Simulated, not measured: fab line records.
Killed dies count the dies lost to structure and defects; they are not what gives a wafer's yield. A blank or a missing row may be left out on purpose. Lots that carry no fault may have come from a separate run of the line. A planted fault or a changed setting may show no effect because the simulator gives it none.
fab line records	flow nand-harc
record: lots: 24	wafers: 72	last-day: 24
route steps=1159 shown P_GATE@145 P_CONTACT@237 P_M0@277 P_M1@316
lots that met no fault: from a run of the same line without faults
start-h: hours from the record's opening day to when the first of the lot's shown wafers began	wait-h: hours since the lot's step before	" same as the row above	L1.1+2: several wafers, shown together as one row	- value missing, or start not given	* or withheld: withheld	< > ~ a bound
route shown NAME@n: NAME is a module with steps in the file, n the number in the route of the first one	usual: mean and standard deviation over wafers with no fault	same: alike in all rows	chamber/n: place in a boat	sites: readings site by site	_std_site: the standard deviation of these	_edge_site: mean of outer sites minus mean of inner sites	radius-mm: for every site, how far away it sits from the centre of the wafer	mask NAME#n: copy n	behind: the tool/chamber that last shaped the wafer	hold: what put the lot on hold/how long, in hours/how the hold closed	device: names the non-switching transistor (n, p or np)	end of line: tests of these same wafers at the route's end	a step given without rows: its recipe and nothing more	killed: not the wafer's yield, but the dies lost to structure and defects at the first sort	map: shows each die of a wafer: x if killed, . if not, _ if none is there
set.NAME: the setting as run; set.NAME@STEP: as run at that earlier step	model.NAME: the simulator's own value behind a step, which no gauge read
route steps across a sampled set of lots; one table per step, one row per wafer
services: a tool's chamber out of use, with start hour (start-h, from the record's first day; less than 0 if before it), hours out, and reason
== steps ==
step: NHARC_P_GATE_ETCH_104
recipe: target-depth-a: 600	time-s: withheld	cf4-flow-sccm: 100	chf3-flow-sccm: 30	ar-flow-sccm: 0	rf-w: 500	bias-w: 200	chemistry: CF4/CHF3
usual: drypump-motor-current-A: 5.9/0.4	oes-product-au: 0.950/0.021	rf-vpp-V: 370.4/2.3	showerhead-plenum-p-Torr: 1.57/0.064	throttle-valve-pct: 16.802/0.0098
lot.wafer	tool	chamber	start-h	wait-h	drypump-motor-current-A	oes-product-au	rf-vpp-V	showerhead-plenum-p-Torr	throttle-valve-pct
L074.1	rie-diel-05	0	83.24	0.1	5.8	0.914	367.5	1.49	16.797
L074.3	"	2	"	"	6.6	0.929	368.8	1.51	16.818
L074.4	"	3	"	"	5.7	0.923	372.5	1.65	16.800
L076.2	rie-diel-02	1	93.66	0.1	5.9	0.957	370.8	1.59	16.803
L076.1	"	2	"	"	5.4	0.963	372.7	1.66	16.803
L076.6	"	1	"	"	5.9	0.950	371.2	1.59	16.808
L075.4	rie-diel-02	2	93.90	0.2	5.4	0.938	372.3	1.66	16.797
L075.3	"	0	"	"	6.4	0.946	368.6	1.49	16.779
L075.5	"	2	"	"	5.4	0.949	373.1	1.66	16.800
L077.1	rie-diel-13	3	109.37	0.1	5.7	0.969	372.9	1.61	16.823
L077.2	"	1	"	"	5.6	0.974	370.8	1.60	16.803
L077.4	"	2	"	"	5.7	0.970	369.0	1.53	16.808
L078.3	rie-diel-02	3	109.51	0.1	5.9	0.981	371.7	1.62	16.818
L078.1	"	0	"	"	6.4	0.995	369.0	1.49	16.804
L078.6	"	1	"	"	6.0	0.980	372.5	1.59	16.801
L079.3	rie-diel-13	3	121.65	0.2	5.7	0.960	372.0	1.61	16.804
L079.1	"	2	"	"	5.7	0.950	369.8	1.53	16.804
L079.5	"	3	"	"	5.7	0.958	372.3	1.61	16.805
L081.2	rie-diel-02	1	126.95	0.1	5.9	0.925	369.6	1.59	16.817
L081.3	"	2	"	"	5.4	0.927	373.6	1.66	16.809
L081.4	"	3	"	"	5.9	0.922	372.4	1.62	16.800
L080.1	rie-diel-05	2	127.15	0.1	6.7	0.921	369.2	1.51	16.806
L080.4	"	0	"	"	5.9	0.926	368.2	1.49	16.815
L080.5	"	2	"	"	6.6	0.921	369.7	1.51	16.788
L083.1	rie-diel-02	1	141.09	0.1	6.0	0.976	372.5	1.59	16.803
L083.2	"	3	"	"	5.9	0.982	372.4	1.62	16.794
L083.5	"	1	"	"	5.9	0.979	371.5	1.59	16.794
L082.2	rie-diel-05	3	141.10	0.2	5.6	0.923	372.6	1.65	16.793
L082.1	"	0	"	"	5.8	0.922	369.0	1.49	16.809
L082.4	"	0	"	"	5.9	0.921	368.8	1.49	16.807
L084.3	rie-diel-05	2	149.62	0.1	6.6	0.933	369.3	1.51	16.801
L084.5	"	0	"	"	5.8	0.937	368.2	1.49	16.792
L084.4	"	2	"	"	6.6	0.938	368.9	1.51	16.811
L087.2	rie-diel-02	3	165.60	0.1	5.9	0.954	372.5	1.62	16.794
L087.3	"	0	"	"	6.4	0.954	367.5	1.49	16.799
L087.5	"	2	"	"	5.4	0.967	373.6	1.65	16.800
L086.3	rie-diel-02	1	166.13	0.1	5.9	0.951	371.5	1.59	16.812
L086.1	"	2	"	"	5.4	0.957	374.8	1.65	16.805
L086.5	"	0	"	"	6.4	0.974	368.3	1.49	16.786
L088.4	rie-diel-02	3	166.52	0.4	5.9	0.945	373.4	1.62	16.806
L088.3	"	0	"	"	6.4	0.953	368.6	1.49	16.794
L088.2	"	2	"	"	5.4	0.951	375.4	1.65	16.791
L085.3	rie-diel-02	2	166.85	0.3	5.4	0.941	374.5	1.65	16.794
L085.5	"	1	"	"	6.0	0.938	370.0	1.59	16.797
L085.4	"	3	"	"	5.9	0.930	372.5	1.62	16.802
L089.6	rie-diel-02	1	179.02	0.2	5.9	0.931	370.9	1.58	16.797
L089.5	"	3	"	"	5.9	0.932	371.5	1.62	16.796
L089.4	"	0	"	"	6.4	0.952	366.9	1.49	16.806
L090.4	rie-diel-13	2	189.57	0.1	5.6	0.986	368.6	1.52	16.823
L090.2	"	0	"	"	5.1	0.959	366.7	1.51	16.802
L090.6	"	3	"	"	5.7	0.981	371.6	1.61	16.782
L092.3	rie-diel-02	1	190.45	0.3	6.0	0.950	370.0	1.58	16.816
L092.2	"	3	"	"	5.9	0.951	371.7	1.62	16.800
L092.6	"	1	"	"	6.0	0.948	372.3	1.58	16.805
L091.1	rie-diel-05	0	190.73	0.1	5.9	0.959	368.3	1.48	16.788
L091.2	"	2	"	"	6.7	0.961	369.8	1.51	16.799
L091.6	"	0	"	"	5.9	0.972	366.1	1.48	16.806
L093.1	rie-diel-05	1	202.12	0.1	5.2	0.967	368.2	1.49	16.798
L093.3	"	3	"	"	5.7	0.965	372.9	1.64	16.812
L093.5	"	0	"	"	5.9	0.969	367.0	1.48	16.798
L094.2	rie-diel-02	1	208.86	0.6	5.9	0.926	371.1	1.58	16.811
L094.4	"	3	"	"	5.9	0.939	373.3	1.61	16.813
L094.6	"	1	"	"	5.9	0.918	371.0	1.58	16.804
L095.1	rie-diel-13	0	218.27	0.1	5.1	0.964	368.9	1.51	16.811
L095.4	"	2	"	"	5.7	0.980	370.2	1.52	16.808
L095.6	"	0	"	"	5.1	0.971	367.3	1.51	16.796
L097.2	rie-diel-02	3	218.42	0.1	5.9	0.968	372.7	1.61	16.805
L097.1	"	2	"	"	5.4	0.999	373.2	1.65	16.809
L097.5	"	3	"	"	5.9	0.967	371.8	1.61	16.807
L096.3	rie-diel-05	2	218.79	0.1	6.6	0.920	367.3	1.51	16.792
L096.4	"	0	"	"	5.8	0.922	368.4	1.48	16.815
L096.5	"	2	"	"	6.6	0.910	369.4	1.51	16.812
step: NHARC_P_GATE_STRIP_113
recipe: power-w: 1500	temp-c: 110	time-s: 740	chemistry: N2/H2
usual: drypump-motor-current-A: 5.7/0.54	heater-power-w: 89/6.1
lot.wafer	tool	chamber	start-h	wait-h	drypump-motor-current-A	heater-power-w	rf-hours-counter-h
L074.1	plasma-asher-02	1	99.18	0.4	6.7	92	28
L074.4	"	1	"	"	6.7	90	-
L074.3	"	0	"	"	5.3	90	-
L076.1	plasma-asher-01	1	109.65	0.2	5.3	95	0
L076.2	"	0	"	"	5.5	79	0
L076.6	"	1	"	"	5.3	94	-
L075.3	plasma-asher-02	1	110.38	0.4	6.6	91	-
L075.4	"	0	"	"	5.3	90	-
L075.5	"	0	"	"	5.3	92	-
L078.1	plasma-asher-01	0	125.09	0.2	5.5	81	5
L078.3	"	1	"	"	5.3	98	-
L078.6	"	0	"	"	5.5	79	-
L077.1	plasma-asher-02	1	125.54	0.4	6.7	90	38
L077.2	"	0	"	"	5.3	89	38
L077.4	"	0	"	"	5.3	89	-
L079.1	plasma-asher-02	1	137.36	0.2	6.7	92	42
L079.3	"	1	"	"	6.7	91	-
L079.5	"	0	"	"	5.3	90	-
L081.2	plasma-asher-01	0	143.17	0.2	5.5	80	11
L081.4	"	0	"	"	5.5	78	-
L081.3	"	1	"	"	5.4	93	-
L080.1	plasma-asher-02	0	143.62	0.5	5.3	89	45
L080.4	"	0	"	"	5.3	90	-
L080.5	"	0	"	"	5.3	90	-
L083.2	plasma-asher-02	0	156.85	0.2	5.3	90	49
L083.1	"	1	"	"	6.7	92	49
L083.5	"	1	"	"	6.7	91	-
L082.2	plasma-asher-01	1	157.49	0.2	5.3	93	16
L082.1	"	0	"	"	5.5	77	16
L082.4	"	0	"	"	5.5	80	-
L084.3	plasma-asher-01	1	166.15	0.4	5.4	97	-
L084.4	"	0	"	"	5.5	80	-
L084.5	"	1	"	"	5.3	94	-
L086.1	plasma-asher-02	0	182.72	0.3	5.4	90	58
L086.3	"	0	"	"	5.3	89	-
L086.5	"	1	"	"	6.7	89	-
L088.2	plasma-asher-01	0	183.02	0.2	5.5	79	24
L088.3	"	0	"	"	5.5	82	-
L088.4	"	1	"	"	5.3	97	-
L087.2	plasma-asher-02	0	183.43	0.2	5.3	92	59
L087.3	"	0	"	"	5.3	89	-
L087.5	"	0	"	"	5.3	91	-
L085.4	plasma-asher-01	1	189.36	0.3	5.3	95	-
L085.3	"	0	"	"	5.6	79	-
L085.5	"	0	"	"	5.6	80	-
L089.4	plasma-asher-01	1	195.27	0.3	5.3	96	-
L089.6	"	1	"	"	5.3	93	-
L089.5	"	0	"	"	5.5	78	-
L090.2	plasma-asher-02	0	205.52	0.4	5.3	93	4
L090.4	"	0	"	"	5.3	92	-
L090.6	"	0	"	"	5.4	93	-
L091.1	plasma-asher-01	1	207.18	0.2	5.4	93	35
L091.2	"	0	"	"	5.5	79	35
L091.6	"	1	"	"	5.3	95	-
L092.2	plasma-asher-02	1	207.25	0.3	6.7	86	5
L092.3	"	0	"	"	5.3	90	-
L092.6	"	0	"	"	5.3	90	-
L093.1	plasma-asher-01	0	217.89	0.3	5.5	80	37
L093.3	"	0	"	"	5.5	79	-
L093.5	"	0	"	"	5.5	80	-
L094.2	plasma-asher-01	0	226.49	0.3	5.5	79	39
L094.4	"	0	"	"	5.5	79	-
L094.6	"	0	"	"	5.5	80	-
L097.2	plasma-asher-01	0	234.07	0.2	5.5	79	43
L097.1	"	1	"	"	5.4	94	43
L097.5	"	1	"	"	5.3	95	-
L095.1	plasma-asher-02	0	234.37	0.2	5.3	90	13
L095.4	"	1	"	"	6.7	86	-
L095.6	"	0	"	"	5.3	90	-
L096.4	plasma-asher-01	1	235.50	0.6	5.4	96	-
L096.3	"	0	"	"	5.5	80	-
L096.5	"	1	"	"	5.4	94	-
step: NHARC_P_CONTACT_ETCH_36
recipe: target-depth-a: 2600	over-etch-frac: 0.25	time-s: 406.25	ion-energy-ev: 200	n2-flow-sccm: 150	h2-flow-sccm: 150	ar-flow-sccm: 0	rf-w: 400	bias-w: 150	chemistry: N2/H2
usual: drypump-motor-current-A: 5.7/0.5	oes-product-au: 0.995/0.01	rf-vpp-V: 430.4/2.2	showerhead-plenum-p-Torr: 2.03/0.077	throttle-valve-pct: 14.170/0.0089
lot.wafer	tool	chamber	start-h	wait-h	drypump-motor-current-A	oes-product-au	rf-hours-counter-h	rf-vpp-V	showerhead-plenum-p-Torr	throttle-valve-pct
L074.1	rie-diel-11	3	-	-	5.8	0.984	9	433.0	2.09	14.173
L074.3	"	0	"	"	6.5	0.976	10	428.2	1.93	14.178
L074.4	"	0	"	"	6.5	0.978	-	427.6	1.93	14.164
L076.2	rie-diel-06	0	-	-	5.1	1.004	15	429.8	1.98	14.156
L076.1	"	2	"	"	5.5	1.012	15	424.4	1.89	14.185
L076.6	"	1	"	"	6.0	1.014	-	431.4	2.08	14.156
L075.3	rie-diel-11	3	-	-	5.8	0.982	10	430.7	2.09	14.159
L075.5	"	2	"	"	5.8	0.993	-	431.6	2.11	14.174
L075.4	"	0	"	"	6.5	0.988	-	426.3	1.93	14.153
L078.3	rie-diel-11	0	-	-	6.6	0.974	13	426.0	1.93	14.179
L078.1	"	3	"	"	5.8	0.990	13	430.2	2.08	14.165
L078.6	"	1	"	"	5.7	0.977	-	431.3	2.06	14.166
L077.1	rie-diel-11	0	-	-	6.5	0.982	13	427.7	1.93	14.167
L077.2	"	1	"	"	5.7	0.991	9	431.1	2.06	14.172
L077.4	"	2	"	"	5.8	1.000	13	434.1	2.11	14.157
L079.3	rie-diel-07	3	-	-	5.3	1.004	8	431.7	2.08	14.175
L079.1	"	1	"	"	4.9	1.003	8	428.7	1.94	14.162
L079.5	"	0	"	"	6.3	0.998	-	432.8	2.14	14.177
L081.2	rie-diel-11	3	-	-	5.8	0.996	15	432.0	2.08	14.182
L081.3	"	0	"	"	6.5	0.994	15	428.4	1.93	14.176
L081.4	"	2	"	"	5.8	0.999	14	432.2	2.11	14.175
L080.1	rie-diel-07	1	-	-	5.0	1.005	8	426.9	1.94	14.181
L080.4	"	0	"	"	6.3	0.995	8	432.3	2.14	14.151
L080.5	"	2	"	"	5.4	0.992	-	428.1	1.98	14.187
L083.1	rie-diel-07	2	-	-	5.4	1.005	10	428.3	1.98	14.160
L083.2	"	3	"	"	5.3	0.982	10	431.9	2.08	14.186
L083.5	"	2	"	"	5.3	0.995	-	428.3	1.98	14.164
L082.4	rie-diel-11	2	-	-	5.8	1.007	16	432.3	2.11	14.173
L082.2	"	3	"	"	5.8	1.001	16	432.4	2.08	14.174
L082.1	"	1	"	"	5.7	0.989	13	432.2	2.06	14.159
L084.3	rie-diel-07	1	-	-	5.0	1.003	11	428.7	1.94	14.171
L084.4	"	3	"	"	5.3	0.984	11	433.0	2.08	14.165
L084.5	"	0	"	"	6.3	0.983	-	432.0	2.14	14.171
L086.3	rie-diel-07	1	-	-	5.0	0.999	12	428.0	1.94	14.176
L086.1	"	2	"	"	5.4	0.987	12	428.6	1.98	14.193
L086.5	"	3	"	"	5.3	0.980	-	431.2	2.08	14.173
L088.2	rie-diel-11	1	-	-	5.7	0.979	15	432.0	2.06	14.163
L088.4	"	2	"	"	5.8	0.997	19	432.9	2.11	14.176
L088.3	"	3	"	"	5.8	0.991	19	432.0	2.08	14.167
L087.2	rie-diel-07	1	-	-	4.9	1.000	12	427.2	1.94	14.165
L087.3	"	0	"	"	6.3	1.003	11	432.4	2.14	14.171
L087.5	"	1	"	"	4.9	1.010	-	428.5	1.94	14.167
L085.4	rie-diel-07	0	-	-	6.3	1.000	12	432.6	2.14	14.164
L085.3	"	2	"	"	5.3	0.997	13	429.1	1.98	14.175
L085.5	"	0	"	"	6.3	0.994	-	433.5	2.14	14.161
L089.4	rie-diel-07	2	-	-	5.4	0.991	13	429.2	1.98	14.172
L089.5	"	2	"	"	5.4	0.999	-	430.0	1.98	14.170
L089.6	"	3	"	"	5.3	0.982	-	432.7	2.08	14.158
L090.2	rie-diel-07	2	-	-	5.4	0.988	15	428.5	1.98	14.171
L090.4	"	3	"	"	5.3	0.979	15	429.7	2.08	14.175
L090.6	"	2	"	"	5.4	0.985	-	428.3	1.98	14.168
L092.2	rie-diel-11	2	-	-	5.8	1.008	2	432.3	2.11	14.169
L092.3	"	3	"	"	5.8	0.976	2	431.4	2.08	14.171
L092.6	"	1	"	"	5.7	1.002	-	430.1	2.06	14.168
L091.1	rie-diel-07	0	-	-	6.3	0.998	15	433.5	2.14	14.170
L091.2	"	1	"	"	5.0	1.009	15	426.6	1.94	14.173
L091.6	"	0	"	"	6.3	0.993	-	433.4	2.13	14.175
L093.3	rie-diel-07	0	-	-	6.3	1.016	16	432.5	2.13	14.174
L093.1	"	1	"	"	4.9	1.009	16	428.4	1.94	14.176
L093.5	"	3	"	"	5.3	1.001	-	431.9	2.08	14.180
L094.4	rie-diel-11	0	-	-	6.6	0.992	4	426.8	1.92	14.172
L094.2	"	1	"	"	5.7	0.979	4	431.3	2.06	14.173
L094.6	"	0	"	"	6.5	0.976	-	429.0	1.92	14.164
L097.1	rie-diel-06	2	-	-	5.5	1.008	60	427.8	1.88	14.173
L097.2	"	3	"	"	6.0	1.002	56	425.9	1.90	14.174
L097.5	"	0	"	"	5.1	1.005	-	428.4	1.97	14.168
L095.4	rie-diel-07	3	-	-	5.3	1.005	0	432.4	2.08	14.170
L095.1	"	1	"	"	4.9	1.003	0	428.4	1.94	14.182
L095.6	"	3	"	"	5.3	1.010	-	431.6	2.08	14.148
L096.3	rie-diel-11	2	-	-	5.8	1.002	5	432.5	2.11	14.169
L096.4	"	2	"	"	5.8	0.999	-	432.2	2.11	14.172
L096.5	"	3	"	"	5.8	0.984	-	431.9	2.08	14.161
step: NHARC_P_CONTACT_DEGAS_38
recipe: temp-c: 300	time-s: 60
usual: heater-power-w: 439/35
lot.wafer	tool	chamber	start-h	wait-h	heater-power-w
L074.4	pvd-sputter-01	-	105.29	-	424
L074.1	"	-	"	"	515
L074.3	"	-	"	"	456
L076.2	pvd-sputter-02	-	115.68	-	419
L076.1	"	-	"	"	387
L076.6	"	-	"	"	430
L075.4	pvd-sputter-03	-	116.63	-	384
L075.3	"	-	"	"	420
L075.5	"	-	"	"	427
L078.1	pvd-sputter-02	-	131.51	-	378
L078.3	"	-	"	"	422
L078.6	"	-	"	"	384
L077.1	pvd-sputter-01	-	131.91	-	512
L077.2	"	-	"	"	463
L077.4	"	-	"	"	437
L079.1	pvd-sputter-02	-	143.36	-	454
L079.3	"	-	"	"	428
L079.5	"	-	"	"	386
L081.2	pvd-sputter-02	-	149.12	-	432
L081.4	"	-	"	"	452
L081.3	"	-	"	"	390
L080.1	pvd-sputter-03	-	149.80	-	441
L080.4	"	-	"	"	412
L080.5	"	-	"	"	449
L083.2	pvd-sputter-02	-	162.85	-	449
L083.1	"	-	"	"	384
L083.5	"	-	"	"	382
L082.1	pvd-sputter-03	-	163.31	-	383
L082.2	"	-	"	"	413
L082.4	"	-	"	"	449
L084.3	pvd-sputter-01	-	171.79	-	510
L084.4	"	-	"	"	440
L084.5	"	-	"	"	469
L086.3	pvd-sputter-03	-	188.62	-	452
L086.1	"	-	"	"	426
L086.5	"	-	"	"	449
L088.4	pvd-sputter-01	-	188.96	-	429
L088.3	"	-	"	"	504
L088.2	"	-	"	"	490
L087.2	pvd-sputter-03	-	189.32	-	463
L087.3	"	-	"	"	396
L087.5	"	-	"	"	454
L085.4	pvd-sputter-02	-	195.07	-	420
L085.3	"	-	"	"	383
L085.5	"	-	"	"	423
L089.4	pvd-sputter-01	-	201.25	-	485
L089.6	"	-	"	"	439
L089.5	"	-	"	"	460
L090.4	pvd-sputter-01	-	211.35	-	434
L090.2	"	-	"	"	457
L090.6	"	-	"	"	484
L092.3	pvd-sputter-03	-	212.97	-	457
L092.2	"	-	"	"	435
L092.6	"	-	"	"	405
L091.2	pvd-sputter-01	-	213.32	-	465
L091.1	"	-	"	"	517
L091.6	"	-	"	"	447
L093.3	pvd-sputter-01	-	223.71	-	479
L093.1	"	-	"	"	449
L093.5	"	-	"	"	431
L094.2	pvd-sputter-03	-	232.34	-	374
L094.4	"	-	"	"	412
L094.6	"	-	"	"	431
L097.2	pvd-sputter-03	-	240.20	-	441
L097.1	"	-	"	"	379
L097.5	"	-	"	"	470
L095.1	pvd-sputter-01	-	240.50	-	447
L095.4	"	-	"	"	454
L095.6	"	-	"	"	456
L096.3	pvd-sputter-02	-	241.73	-	426
L096.4	"	-	"	"	450
L096.5	"	-	"	"	386
step: NHARC_P_M0_ANNEAL_30
recipe: temp-c: 225	time-s: 90
usual: wafer_temp_C_max: 226.0/0.5
lot.wafer	tool	chamber	start-h	wait-h	wafer_temp_C_max
L074.1	rtp-anneal-01	0	111.13	-	226.3
L074.3	"	0	"	"	226.2
L074.4	"	0	"	"	226.6
L076.1	rtp-anneal-01	0	120.72	-	226.6
L076.2	"	0	"	"	226.4
L076.6	"	0	"	"	226.9
L075.3	rtp-anneal-01	0	121.23	-	226.8
L075.4	"	0	"	"	226.7
L075.5	"	0	"	"	226.5
L078.1	rtp-anneal-01	0	137.99	0.3	226.6
L078.3	"	0	"	"	226.4
L078.6	"	0	"	"	226.6
L077.1	rtp-anneal-02	0	138.67	0.4	225.6
L077.2	"	0	"	"	225.7
L077.4	"	0	"	"	225.8
L079.1	rtp-anneal-02	0	148.31	-	225.8
L079.3	"	0	"	"	225.7
L079.5	"	0	"	"	225.7
L081.2	rtp-anneal-02	0	153.46	-	225.9
L081.3	"	0	"	"	225.9
L081.4	"	0	"	"	225.7
L080.1	rtp-anneal-01	0	154.10	-	226.5
L080.4	"	0	"	"	226.2
L080.5	"	0	"	"	226.7
L083.1	rtp-anneal-02	0	169.91	0.3	225.8
L083.2	"	0	"	"	225.9
L083.5	"	0	"	"	225.4
L082.1	rtp-anneal-02	0	170.35	-	225.7
L082.2	"	0	"	"	225.2
L082.4	"	0	"	"	225.3
L084.3	rtp-anneal-02	0	176.18	-	225.5
L084.4	"	0	"	"	225.3
L084.5	"	0	"	"	225.7
L086.1	rtp-anneal-01	0	196.10	-	226.8
L086.3	"	0	"	"	226.8
L086.5	"	0	"	"	226.3
L088.2	rtp-anneal-02	0	196.29	0.3	225.8
L088.3	"	0	"	"	225.4
L088.4	"	0	"	"	225.6
L087.2	rtp-anneal-02	0	196.60	0.4	225.5
L087.3	"	0	"	"	225.3
L087.5	"	0	"	"	225.7
L085.3	rtp-anneal-02	0	199.38	0.4	225.9
L085.4	"	0	"	"	225.9
L085.5	"	0	"	"	225.9
L089.4	rtp-anneal-01	0	206.14	-	226.4
L089.5	"	0	"	"	226.5
L089.6	"	0	"	"	226.8
L092.2	rtp-anneal-01	0	220.26	-	226.4
L092.3	"	0	"	"	226.9
L092.6	"	0	"	"	226.7
L090.2	rtp-anneal-02	0	220.68	0.5	225.5
L090.4	"	0	"	"	225.5
L090.6	"	0	"	"	225.4
L091.1	rtp-anneal-01	0	220.86	0.3	226.8
L091.2	"	0	"	"	226.6
L091.6	"	0	"	"	226.5
L093.1	rtp-anneal-02	0	227.97	0.3	225.5
L093.3	"	0	"	"	225.7
L093.5	"	0	"	"	225.8
L094.2	rtp-anneal-01	0	238.33	-	226.3
L094.4	"	0	"	"	226.6
L094.6	"	0	"	"	226.5
L097.1	rtp-anneal-02	0	246.96	0.3	225.3
L097.2	"	0	"	"	225.4
L097.5	"	0	"	"	225.4
L095.1	rtp-anneal-02	0	247.55	0.3	225.6
L095.4	"	0	"	"	225.7
L095.6	"	0	"	"	225.7
L096.3	rtp-anneal-02	0	248.50	-	225.4
L096.4	"	0	"	"	225.5
L096.5	"	0	"	"	225.6
step: NHARC_P_M1_PRE_CLEAN_32
recipe: time-s: 12	temp-c: 370	rf-power-w: 300	gas: NH3
usual: heater-power-w: 639/74
lot.wafer	tool	chamber	start-h	wait-h	heater-power-w
L074.1	pecvd-02	2	116.10	0.1	719
L074.3	"	0	"	"	562
L074.4	"	2	"	"	739
L076.2	pecvd-04	2	126.04	0.1	595
L076.1	"	1	"	"	724
L076.6	"	0	"	"	663
L075.3	pecvd-03	0	126.40	0.1	721
L075.4	"	1	"	"	594
L075.5	"	2	"	"	562
L078.3	pecvd-02	0	143.74	0.1	502
L078.1	"	1	"	"	634
L078.6	"	2	"	"	750
L077.2	pecvd-04	1	143.99	0.2	712
L077.1	"	2	"	"	670
L077.4	"	0	"	"	764
L079.1	pecvd-03	1	153.37	0.1	673
L079.3	"	1	"	"	664
L079.5	"	0	"	"	709
L081.2	pecvd-03	1	158.99	0.6	642
L081.3	"	1	"	"	661
L081.4	"	0	"	"	704
L080.1	pecvd-04	0	159.39	0.2	753
L080.5	"	0	"	"	722
L080.4	"	1	"	"	691
L083.2	pecvd-04	2	175.39	0.1	656
L083.1	"	0	"	"	674
L083.5	"	2	"	"	661
L082.2	pecvd-03	0	175.49	0.1	631
L082.1	"	2	"	"	607
L082.4	"	1	"	"	651
L084.3	pecvd-02	0	181.15	0.1	533
L084.4	"	2	"	"	749
L084.5	"	0	"	"	554
L086.3	pecvd-02	0	201.45	0.1	528
L086.1	"	1	"	"	606
L086.5	"	2	"	"	711
L088.3	pecvd-03	1	201.80	0.1	685
L088.2	"	2	"	"	545
L088.4	"	1	"	"	692
L087.2	pecvd-02	1	202.35	0.4	620
L087.3	"	0	"	"	473
L087.5	"	0	"	"	463
L085.3	pecvd-02	0	204.45	0.1	499
L085.5	"	2	"	"	636
L085.4	"	1	"	"	574
L089.6	pecvd-03	2	211.36	0.2	586
L089.4	"	0	"	"	630
L089.5	"	1	"	"	687
L092.2	pecvd-04	2	225.54	0.1	628
L092.3	"	0	"	"	743
L092.6	"	0	"	"	733
L090.2	pecvd-02	0	225.71	0.1	522
L090.4	"	2	"	"	601
L090.6	"	0	"	"	530
L091.1	pecvd-03	0	225.91	0.1	646
L091.2	"	2	"	"	569
L091.6	"	2	"	"	579
L093.3	pecvd-02	1	232.94	0.1	605
L093.1	"	2	"	"	704
L093.5	"	0	"	"	470
L094.2	pecvd-02	2	243.34	0.1	641
L094.6	"	1	"	"	603
L094.4	"	0	"	"	537
L097.2	pecvd-03	1	251.97	0.1	667
L097.1	"	0	"	"	691
L097.5	"	1	"	"	678
L095.1	pecvd-04	1	253.04	0.1	742
L095.4	"	0	"	"	740
L095.6	"	1	"	"	749
L096.3	pecvd-02	2	253.36	0.1	672
L096.5	"	0	"	"	541
L096.4	"	2	"	"	682
== services ==
tool	chamber	start-h	hours	kind
pecvd-02	2	64.87	5.3	repair
pvd-sputter-03	-	74.27	1.3	repair
pecvd-03	0	77.97	9.4	repair
rie-diel-07	0	79.84	7.1	repair
rie-diel-11	1	91.16	33.1	repair
pvd-sputter-01	-	96.28	6.6	repair
plasma-asher-01	-	99.32	9.0	pm
pecvd-03	-	99.34	0.9	repair
rie-diel-02	3	120.17	5.6	repair
pvd-sputter-01	-	120.94	9.4	repair
plasma-asher-01	-	135.13	3.4	repair
rie-diel-02	-	150.78	9.0	pm
pecvd-02	-	153.02	13.0	pm
pvd-sputter-01	-	158.00	10.0	pm
rie-diel-02	0	166.70	11.0	repair
plasma-asher-01	-	173.77	0.6	repair
rie-diel-02	2	178.96	18.6	repair
plasma-asher-02	-	184.22	9.0	pm
pecvd-02	1	186.30	4.6	repair
rie-diel-11	-	189.50	9.0	pm
pvd-sputter-01	-	195.19	0.7	repair
pvd-sputter-01	-	213.99	1.0	repair
pecvd-02	0	220.46	4.2	repair
rie-diel-07	-	228.20	9.0	pm
== key ==
fault none
